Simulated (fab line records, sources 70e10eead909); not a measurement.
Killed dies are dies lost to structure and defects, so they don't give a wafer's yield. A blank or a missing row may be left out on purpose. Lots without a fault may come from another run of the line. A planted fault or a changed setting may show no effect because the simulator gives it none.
Which tool did it? | flow nand_harc | 6 lots, 18 wafers sampled, at 5 steps of a route of 1159

WHAT THE GAUGES READ, wafer by wafer
NHARC_END_SORT_01.
lot  | measured     | on        | killed_at_array
L785 | day 21 21:32 | prober-02 | 41 90 38

WHICH TOOL RAN EACH LOT (tool, then ch and the chambers of the sampled wafers, then the start)
lot  | NHARC_A_CONTACT_ETCH_116             | NHARC_A_BONDPAD_PVD_27                  | NHARC_THIN_TSV_ETCH_15           | NHARC_THIN_TSV_ETCH_36
L776 | har_cap_etch-03 ch 0,1, day 16 17:14 | pvd_sputter-01, day 19 06:49 or earlier | rie_si-06 ch 1,2, day 19 06:49   | rie_metal-02 ch 0,1, day 19 12:37
L779 | har_cap_etch-03 ch 0,1, day 17 12:30 | pvd_sputter-02, day 19 17:06 or earlier | rie_si-02 ch 2,3, day 19 17:06   | rie_metal-01 ch 0,1, day 19 22:50
L782 | har_cap_etch-01 ch 0,1, day 18 00:24 | pvd_sputter-03, day 20 11:41 or earlier | rie_si-06 ch 0,2,3, day 20 11:41 | rie_metal-01 ch 0,1, day 20 17:38
L785 | har_cap_etch-01 ch 0,1, day 19 01:26 | pvd_sputter-01, day 21 02:35 or earlier | rie_si-06 ch 0,1,3, day 21 02:35 | rie_metal-03 ch 0,1, day 21 08:07
L793 | har_cap_etch-03 ch 0,1, day 20 12:44 | pvd_sputter-02, day 22 22:43 or earlier | rie_si-06 ch 0,2,3, day 22 22:43 | rie_metal-03 ch 0,1, day 23 04:32
L796 | har_cap_etch-03 ch 0,1, day 22 00:17 | pvd_sputter-03, day 24 09:22 or earlier | rie_si-03 ch 2,3, day 24 09:22   | rie_metal-03 ch 0,1, day 24 15:02
- NHARC_A_CONTACT_ETCH_116: etches the open film in C4F8/O2/Ar, time 94 s, target depth 922 nm.
- NHARC_A_BONDPAD_PVD_27: deposits Cu, target thk 30 nm, time 20.49 s.
- NHARC_THIN_TSV_ETCH_15: target depth 3000 nm, bosch target overetch cycles 2, bosch etch step 2.8 s.
- NHARC_THIN_TSV_ETCH_36: etches the open film in Cl2/BCl3, target depth 65 nm, time 18.571 s.

THE ANSWER, worked out from the rows above alone
Rule: what is usual is taken from the lots themselves. Put in order of their means at a reading, lots are off if they are a third of the lots or fewer, leave a main group of 4 or more, and stand apart from it by a gap of 3 or more times the standard deviation of the main group's means; of several such gaps the widest counts. A main group whose means are all the same, to the digits that the tables above print for the reading, isn't used. A lot without any number at a reading at which 4 lots or more have one is off too. The other lots that the step has rows for count as sound.
No lot is off at any reading shown: from this, nothing can be told.

WHAT THE SIMULATOR HAD PUT IN
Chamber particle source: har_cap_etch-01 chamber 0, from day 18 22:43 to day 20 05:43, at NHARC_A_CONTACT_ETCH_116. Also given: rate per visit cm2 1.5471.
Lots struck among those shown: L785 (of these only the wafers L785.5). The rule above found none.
